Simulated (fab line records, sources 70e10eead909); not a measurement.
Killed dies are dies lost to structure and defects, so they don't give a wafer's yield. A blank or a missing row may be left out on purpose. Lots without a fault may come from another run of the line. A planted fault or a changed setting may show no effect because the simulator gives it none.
fab line records | flow nand_harc
record lots=11 wafers=33 last_day=24
route steps=1159 shown P_ZERO_WELL@17 P_GATE@119 END@1159
lots that met no fault: from a run of the same line without faults
start_h: hours from the record's first day to the start of the lot's first wafer shown | wait_h: hours since the lot's step before | " the same as in the row above | L1.1+2: a row that stands for several wafers | - no value, or no start given | * or withheld: withheld | < > ~ a bound
route shown NAME@n: a module of which the file shows steps, and the number in the route of the first | usual: mean/standard deviation of fault-free wafers | same: alike in all rows | chamber/n: place in a boat | sites: the reading at each site | _std_site: their standard deviation | _edge_site: outer sites' mean less inner sites' | radius_mm: how far each site lies from the wafer's centre | mask NAME#n: copy n | behind: the tool/chamber that last shaped the wafer | hold: why the lot was held/for how many hours/how that ended | device: the transistor (n, p or np) that didn't switch | end of line: the same wafers' tests at the end of the route | a step without rows: its recipe alone | killed: dies lost to structure and defects at the first sort, not the wafer's yield | map: a wafer's dies, x killed, . not, _ none there
set.NAME: the setting as run; set.NAME@STEP: as run at that earlier step | model.NAME: the simulator's own value behind a step, which no gauge read
steps of the route over a sample of lots; a table a step, a row a wafer
services: from which hour (start_h, from the record's first day; less than 0 if before it) a tool's chamber was out of use, for how many hours, and why
## steps
# step NHARC_P_ZERO_WELL_ETCH_65
# recipe target_depth_a=800 overetch_a=240 time_s=87.88 ion_energy_ev=200 n2_flow_sccm=150 h2_flow_sccm=150 ar_flow_sccm=0 rf_w=400 bias_w=150 chemistry=N2/H2
# usual drypump_motor_current_A=5.9/0.38 oes_product_au=0.996/0.0085 rf_fwd_power_W=396.8/1.5 rf_vpp_V=429.9/2.1 showerhead_plenum_p_Torr=2.02/0.074 throttle_valve_pct=14.171/0.0088
# columns lot.wafer tool chamber start_h wait_h drypump_motor_current_A oes_product_au rf_fwd_power_W rf_hours_counter_h rf_vpp_V showerhead_plenum_p_Torr throttle_valve_pct
L636.4 rie_diel-12 1 13.58 0.1 5.5 1.001 396.8 12 428.4 1.94 14.157
L636.6 " 2 " " 6.5 1.015 396.0 - 430.8 2.05 14.178
L636.5 " 3 " " 6.1 0.992 395.8 - 428.1 1.91 14.172
L637.3 rie_diel-13 3 19.50 0.1 5.9 1.002 397.8 5 427.6 1.92 14.179
L637.5 " 1 " " 6.0 0.990 397.1 - 428.8 2.02 14.173
L637.6 " 2 " " 6.6 1.002 395.0 - 429.6 2.05 14.183
L638.4 rie_diel-12 3 25.36 0.1 6.1 1.000 395.5 12 426.1 1.91 14.177
L638.1 " 1 " " 5.5 0.998 400.3 13 429.0 1.94 14.170
L638.6 " 3 " " 6.2 0.992 396.7 - 426.8 1.91 14.171
L639.1 rie_diel-08 2 31.49 0.1 6.0 0.982 397.9 5 431.7 2.07 14.177
L639.3 " 3 " " 5.6 0.989 395.4 4 431.2 2.04 14.186
L639.5 " 0 " " 5.7 1.007 395.5 - 431.3 2.08 14.184
L641.1 rie_diel-08 1 43.53 0.1 5.3 0.997 396.4 5 427.3 1.93 14.167
L641.2 " 2 " " 6.0 0.998 399.6 6 431.3 2.07 14.177
L641.6 " 0 " " 5.6 0.998 397.5 - 433.4 2.08 14.160
L643.3 rie_diel-12 1 55.52 0.1 5.5 0.981 398.4 2 429.3 1.94 14.168
L643.4 " 2 " " 6.5 0.998 397.0 1 429.4 2.05 14.157
L643.6 " 3 " " 6.2 0.997 395.1 - 425.7 1.91 14.161
L653.2 rie_diel-13 2 115.49 0.1 6.5 0.984 397.2 1 430.9 2.05 14.165
L653.4 " 0 " " 5.9 0.984 397.6 1 434.9 2.19 14.161
L653.6 " 2 " " 6.6 0.990 397.3 - 430.0 2.05 14.172
L655.3 rie_diel-13 1 127.42 0.1 6.0 0.997 394.3 2 430.2 2.02 14.174
L655.2 " 2 " " 6.5 0.983 396.1 3 432.4 2.05 14.178
L655.1 " 3 " " 5.9 0.992 396.5 2 427.4 1.92 14.161
L656.4 rie_diel-13 1 133.60 0.1 6.0 0.997 398.1 2 430.1 2.02 14.177
L656.1 " 2 " " 6.6 0.974 397.5 3 431.1 2.05 14.168
L656.6 " 2 " " 6.5 0.979 396.8 - 430.7 2.05 14.166
L657.4 rie_diel-13 2 139.49 0.1 6.5 0.984 396.4 3 431.0 2.05 14.175
L657.2 " 3 " " 5.9 0.987 395.0 3 426.8 1.92 14.166
L657.6 " 3 " " 5.9 0.993 395.3 - 426.8 1.92 14.176
L658.3 rie_diel-08 0 145.50 0.1 5.7 1.001 396.5 1 431.8 2.08 14.171
L658.2 " 1 " " 5.3 0.993 400.3 1 427.7 1.93 14.165
L658.5 " 3 " " 5.6 1.008 396.2 - 431.8 2.04 14.161
# step NHARC_P_ZERO_WELL_DESCUM_39
# recipe time_s=3 o2_flow_sccm=200 ar_flow_sccm=0 bias_power_w=0 chemistry=O2
# usual drypump_motor_current_A=6.0/0.35 oes_product_au=0.996/0.0071 rf_vpp_V=57.6/0.87 showerhead_plenum_p_Torr=1.89/0.076 throttle_valve_pct=11.311/0.0089
# columns lot.wafer tool chamber start_h wait_h drypump_motor_current_A oes_product_au rf_hours_counter_h rf_vpp_V showerhead_plenum_p_Torr throttle_valve_pct
L636.4 rie_diel-13 1 16.50 - 6.0 0.988 4 58.5 1.89 11.313
L636.6 " 2 " " 6.5 0.997 - 57.6 1.92 11.316
L636.5 " 3 " " 5.9 0.990 - 56.9 1.81 11.300
L637.3 rie_diel-12 0 22.42 - 6.1 0.999 12 57.6 1.90 11.315
L637.6 " 0 " " 6.1 0.990 - 58.3 1.90 11.318
L637.5 " 1 " " 5.5 0.998 - 58.5 1.83 11.328
L638.4 rie_diel-08 1 28.26 - 5.3 0.994 4 58.8 1.82 11.300
L638.1 " 3 " " 5.5 0.997 4 57.0 1.92 11.316
L638.6 " 2 " " 6.0 0.988 - 58.2 1.94 11.328
L639.3 rie_diel-13 1 34.31 - 6.0 0.983 5 57.5 1.89 11.314
L639.1 " 2 " " 6.6 0.994 6 59.6 1.92 11.295
L639.5 " 0 " " 5.9 0.986 - 59.0 2.06 11.320
L641.2 rie_diel-12 1 46.34 - 5.5 0.992 1 58.2 1.83 11.308
L641.1 " 2 " " 6.5 0.997 1 58.5 1.92 11.317
L641.6 " 0 " " 6.1 0.996 - 57.3 1.90 11.321
L643.3 rie_diel-08 3 58.30 - 5.6 1.005 6 57.0 1.92 11.316
L643.4 " 1 " " 5.3 1.013 6 57.3 1.82 11.319
L643.6 " 3 " " 5.5 1.001 - 58.5 1.92 11.333
L653.4 rie_diel-12 0 118.21 - 6.1 0.997 6 56.8 1.90 11.315
L653.2 " 1 " " 5.5 0.986 6 56.8 1.82 11.319
L653.6 " 3 " " 6.2 0.997 - 56.0 1.79 11.305
L655.1 rie_diel-13 0 130.19 - 6.0 0.993 2 58.9 2.05 11.309
L655.3 " 2 " " 6.6 0.996 3 57.1 1.92 11.318
L655.2 " 3 " " 5.9 0.995 2 56.6 1.80 11.320
L656.4 rie_diel-12 3 136.40 - 6.1 0.993 7 58.1 1.79 11.306
L656.1 " 0 " " 6.1 0.993 7 57.8 1.90 11.317
L656.6 " 0 " " 6.1 1.005 - 59.6 1.90 11.311
L657.4 rie_diel-13 0 142.28 - 5.9 0.990 2 58.8 2.06 11.314
L657.2 " 2 " " 6.6 0.988 3 57.3 1.92 11.306
L657.6 " 0 " " 5.9 0.986 - 57.6 2.05 11.308
L658.3 rie_diel-12 0 148.34 - 6.1 1.020 7 59.0 1.90 11.307
L658.2 " 2 " " 6.5 1.002 6 58.3 1.92 11.331
L658.5 " 0 " " 6.1 0.999 - 56.4 1.90 11.313
# step NHARC_P_GATE_EXPOSE_08
# recipe na=0.6 dose_mj=16.75 mask_id=P_HV
# usual reticle_temp_C=23.04/0.11
# columns lot.wafer tool chamber start_h wait_h mask reticle_temp_C
L637.3 krf_scanner-03 0 77.34 - P_HV#0 23.12
L637.5 " 0 " " P_HV#0 23.13
L637.6 " 0 " " P_HV#0 23.18
L636.4 krf_scanner-01 0 77.51 - P_HV#0 23.19
L636.5 " 0 " " P_HV#0 23.14
L636.6 " 0 " " P_HV#0 23.02
L638.1 krf_scanner-04 0 90.86 - P_HV#0 22.83
L638.4 " 0 " " P_HV#0 23.00
L638.6 " 0 " " P_HV#0 22.97
L639.1 krf_scanner-01 0 91.02 - P_HV#0 22.80
L639.3 " 0 " " P_HV#0 22.84
L639.5 " 0 " " P_HV#0 22.87
L641.1 krf_scanner-03 0 104.76 - P_NSD#0 23.12
L641.2 " 0 " " P_NSD#0 23.18
L641.6 " 0 " " P_NSD#0 23.17
L643.3 krf_scanner-03 0 116.20 - P_HV#0 22.93
L643.4 " 0 " " P_HV#0 22.95
L643.6 " 0 " " P_HV#0 22.81
L653.2 krf_scanner-01 0 174.65 - P_HV#0 23.01
L653.4 " 0 " " P_HV#0 23.11
L653.6 " 0 " " P_HV#0 23.29
L655.1 krf_scanner-03 0 181.61 - P_HV#0 23.09
L655.2 " 0 " " P_HV#0 23.09
L655.3 " 0 " " P_HV#0 23.10
L656.1 krf_scanner-03 0 193.76 - P_HV#0 23.06
L656.4 " 0 " " P_HV#0 23.02
L656.6 " 0 " " P_HV#0 23.06
L657.2 krf_scanner-03 0 197.76 - P_HV#0 23.07
L657.4 " 0 " " P_HV#0 22.98
L657.6 " 0 " " P_HV#0 22.85
L658.2 krf_scanner-04 0 206.36 - P_HV#0 22.74
L658.3 " 0 " " P_HV#0 23.00
L658.5 " 0 " " P_HV#0 22.93
# step NHARC_P_GATE_CD_MEAS_11
# recipe target_cd_nm=1640 landing_energy_ev=500
# usual cd_nm=1639.9/1
# columns lot.wafer tool chamber start_h wait_h cd_nm
L637.3 cd_sem-03 0 77.49 - 1638.4
L637.5 " 0 " " 1638.5
L637.6 " 0 " " 1637.3
L636.4 cd_sem-02 0 77.66 - 1641.6
L636.5 " 0 " " 1638.6
L636.6 " 0 " " 1639.2
L638.1 cd_sem-01 0 91.02 - 1639.5
L638.4 " 0 " " 1639.0
L638.6 " 0 " " 1640.2
L639.1 cd_sem-01 0 91.17 - 1639.9
L639.3 " 0 " " 1640.4
L639.5 " 0 " " 1639.7
L641.1 cd_sem-03 0 104.91 - -
L641.2 " 0 " " -
L641.6 " 0 " " -
L643.3 cd_sem-02 0 116.35 - 1638.4
L643.4 " 0 " " 1640.0
L643.6 " 0 " " 1638.8
L653.2 cd_sem-03 0 174.81 - 1639.9
L653.4 " 0 " " 1639.6
L653.6 " 0 " " 1639.8
L655.1 cd_sem-03 0 181.78 - 1639.9
L655.2 " 0 " " 1640.5
L655.3 " 0 " " 1641.4
L656.1 cd_sem-03 0 193.92 - 1639.4
L656.4 " 0 " " 1640.6
L656.6 " 0 " " 1640.7
L657.2 cd_sem-02 0 197.91 - 1637.6
L657.4 " 0 " " 1639.5
L657.6 " 0 " " 1639.4
L658.2 cd_sem-02 0 206.51 - 1640.2
L658.3 " 0 " " 1639.4
L658.5 " 0 " " 1640.4
# step NHARC_P_GATE_STRIP_108
# recipe o2_flow_sccm=500 ar_flow_sccm=0 bias_w=0 chemistry=O2
# usual drypump_motor_current_A=5.6/0.37 oes_product_au=0.998/0.0089 rf_vpp_V=58.0/0.85 showerhead_plenum_p_Torr=3.60/0.13 throttle_valve_pct=17.035/0.0092
# columns lot.wafer tool chamber start_h wait_h drypump_motor_current_A oes_product_au rf_hours_counter_h rf_vpp_V showerhead_plenum_p_Torr throttle_valve_pct
L637.3 rie_diel-04 1 92.42 - 5.0 0.990 53 58.6 3.52 17.042
L637.5 " 0 " " 6.0 1.007 - 58.2 3.65 17.022
L637.6 " 1 " " 5.0 0.986 - 57.9 3.52 17.038
L636.4 rie_diel-11 1 92.55 - 5.6 0.989 24 59.3 3.64 17.051
L636.6 " 0 " " 5.3 0.997 - 58.7 3.55 17.041
L636.5 " 1 " " 5.5 0.989 - 58.0 3.64 17.037
L639.1 rie_diel-03 3 107.19 - 6.4 1.003 12 57.7 3.66 17.023
L639.3 " 0 " " 5.4 0.995 12 58.1 3.36 17.021
L639.5 " 3 " " 6.4 1.003 - 58.0 3.66 17.039
L638.1 rie_diel-04 0 107.93 - 5.9 1.003 59 58.0 3.65 17.040
L638.4 " 1 " " 5.0 1.003 60 57.8 3.52 17.048
L638.6 " 3 " " 6.2 0.989 - 57.5 3.59 17.036
L641.1 rie_diel-04 0 121.83 - 5.9 1.009 0 58.2 3.64 17.031
L641.2 " 3 " " 6.2 1.005 0 57.2 3.59 17.039
L641.6 " 0 " " 5.9 1.012 - 57.5 3.65 17.028
L643.3 rie_diel-03 3 131.21 - 6.3 0.996 17 58.9 3.66 17.027
L643.4 " 0 " " 5.4 0.996 16 56.6 3.35 17.034
L643.6 " 0 " " 5.4 0.996 - 58.9 3.35 17.042
L653.2 rie_diel-03 2 191.09 - 5.4 0.979 27 57.1 3.66 17.040
L653.4 " 3 " " 6.4 0.982 23 58.8 3.66 17.022
L653.6 " 0 " " 5.4 0.983 - 56.9 3.35 17.019
L655.3 rie_diel-03 2 201.52 - 5.4 0.983 29 60.2 3.66 17.043
L655.2 " 3 " " 6.4 0.986 25 58.3 3.66 17.026
L655.1 " 0 " " 5.4 0.988 28 56.6 3.35 17.017
L656.1 rie_diel-11 3 209.58 - 5.9 1.007 3 56.2 3.63 17.026
L656.4 " 0 " " 5.3 1.021 4 58.1 3.53 17.017
L656.6 " 3 " " 5.9 1.011 - 58.8 3.63 17.029
L657.2 rie_diel-03 0 214.13 - 5.4 1.001 31 57.4 3.34 17.049
L657.4 " 2 " " 5.4 1.000 33 56.6 3.66 17.041
L657.6 " 0 " " 5.4 1.002 - 57.7 3.35 17.035
L658.3 rie_diel-04 0 224.25 - 6.0 1.004 44 59.0 3.62 17.040
L658.2 " 1 " " 5.0 1.002 42 58.3 3.50 17.018
L658.5 " 1 " " 5.0 1.001 - 57.7 3.50 17.030
# step NHARC_END_SORT_01
# recipe temp_c=25
# usual killed_at_array=25/9.8 killed_at_other=0.8/1.1 killed_at_periphery=3.3/2.1 killed_dies=29/10 killed_open=3.3/1.8 killed_short=1.9/1.4
# same gross_dies=677
# columns lot.wafer tool chamber start_h wait_h hold killed_at_array killed_at_other killed_at_periphery killed_dies killed_open killed_short
L641.1 prober-01 0 475.70 2.5 await_dispo/1.7h/scrap 40 2 635 677 3 2
L641.2 prober-01 0 476.51 2.8 await_dispo/1.7h/scrap 32 1 644 677 5 2
L641.6 prober-01 0 479.74 4.0 await_dispo/1.7h/scrap 25 4 648 677 2 2
L639.1 prober-02 0 480.29 2.5 - 11 0 4 15 3 5
L639.3 prober-02 0 481.91 3.1 - 12 0 2 14 2 1
L639.5 prober-02 0 483.53 3.7 - 13 0 3 16 6 1
# killed by level:class
L641.1 P_GATE:area_expose=633 A_CHANNEL_HOLE_D1:chamber_film_flake=18 A_STAIRCASE:chamber_film_flake=6 A_CONTACT:chamber_film_flake=6 A_ZERO_WELL:chamber_film_flake=4 P_GATE:geometric_particle:open=1 A_ONON_D1:geometric_particle:short=1 A_CHANNEL_HOLE_D1:geometric_particle:open=1
L641.2 P_GATE:area_expose=638 A_CHANNEL_HOLE_D1:chamber_film_flake=11 A_CONTACT:chamber_film_flake=8 A_STAIRCASE:chamber_film_flake=5 A_SGD_CUT:chamber_film_flake=2 P_CONTACT:geometric_particle:open=1 P_M0:geometric_particle:open=1 A_CHANNEL_FILL_D1:geometric_particle:open=1
L641.6 P_GATE:area_expose=643 A_CHANNEL_HOLE_D1:chamber_film_flake=9 P_ZERO_WELL:chamber_film_flake=4 A_STAIRCASE:chamber_film_flake=4 HYBRID_BOND:chamber_film_flake=3 A_CHANNEL_FILL_D1:chamber_film_flake=2 A_SGD_CUT:chamber_film_flake=2 A_SLIT:chamber_film_flake=2
L639.1 A_CHANNEL_HOLE_D1:chamber_film_flake=4 P_ZERO_WELL:chamber_film_flake=2 P_GATE:geometric_particle:short=1 P_CONTACT:geometric_particle:open=1 A_ONON_D1:geometric_particle:short=1 A_ONON_D1:geometric_particle:open=1 A_CHANNEL_FILL_D1:geometric_particle:short=1 A_WL_FILL:geometric_particle:short=1
L639.3 A_CHANNEL_HOLE_D1:chamber_film_flake=3 A_CONTACT:chamber_film_flake=3 A_STAIRCASE:chamber_film_flake=2 P_CONTACT:geometric_particle:open=1 A_ONON_D1:geometric_particle:open=1 A_M0:geometric_particle:short=1 P_ZERO_WELL:chamber_film_flake=1 A_SLIT:chamber_film_flake=1
L639.5 A_CONTACT:geometric_particle:open=2 P_ZERO_WELL:chamber_film_flake=2 A_CHANNEL_HOLE_D1:chamber_film_flake=2 A_STAIRCASE:chamber_film_flake=2 P_CONTACT:geometric_particle:open=1 A_ONON_D1:geometric_particle:short=1 A_SGD_CUT:geometric_particle:open=1 A_WL_FILL:geometric_particle:open=1
## services
# columns tool chamber start_h hours kind
krf_scanner-03 - -4.00 4.0 pm
krf_scanner-03 - 14.88 0.7 repair
rie_diel-12 - 25.45 9.0 pm
rie_diel-08 - 32.69 0.2 repair
rie_diel-12 0 35.49 8.0 repair
rie_diel-03 - 38.30 9.0 pm
krf_scanner-03 - 42.11 0.3 repair
krf_scanner-03 - 78.51 12.2 repair
rie_diel-08 0 93.30 15.5 repair
rie_diel-03 - 94.39 0.5 repair
rie_diel-13 - 99.00 9.0 pm
rie_diel-08 - 124.80 9.0 pm
krf_scanner-03 - 136.32 0.7 repair
rie_diel-12 - 142.54 4.3 repair
rie_diel-08 - 156.22 0.1 repair
rie_diel-03 - 166.74 1.7 repair
krf_scanner-03 - 168.00 4.0 pm
rie_diel-08 1 170.02 8.7 repair
rie_diel-08 2 173.35 50.0 repair
rie_diel-12 - 174.62 0.3 repair
rie_diel-13 - 175.30 0.5 repair
rie_diel-13 2 178.47 8.5 repair
rie_diel-12 0 197.91 6.5 repair
rie_diel-12 - 202.78 9.0 pm
## key
first_sign step=NHARC_P_GATE_EXPOSE_08 reading=mask direction=changed
effect step=NHARC_P_GATE_CD_MEAS_11 reading=cd_nm direction=missing
effect step=NHARC_END_SORT_01 reading=killed_at_periphery direction=up sigmas=99+ usual=3.3 struck=642.3
more_kills_born_at NHARC_P_GATE_EXPOSE_08@krf_scanner-03=1914
met_at NHARC_P_GATE_EXPOSE_08
struck_lots L641
later_rows_left_out L641.1,L641.2,L641.6
tester_left_out L641
not_acting_at NHARC_P_ZERO_WELL_ETCH_65,NHARC_P_ZERO_WELL_DESCUM_39,NHARC_P_GATE_STRIP_108
onset_between 77.34 104.76
fault kind=wrong_mask tool=any chamber=- onset_h=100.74 steps=NHARC_P_GATE_EXPOSE_08 aux_copy=P_NSD#0 scope=struck_lots_only
# tester_left_out: of these lots the tester's yield and bins aren't shown, on N5 and GAA mostly nor the transistor test; their killed dies are dies lost to structure and defects alone, not to doping, threshold or leakage, so they don't give the yield
# later_rows_left_out: the simulator's readings of these wafers behind a module that went badly wrong aren't trusted and aren't shown, but for the sort
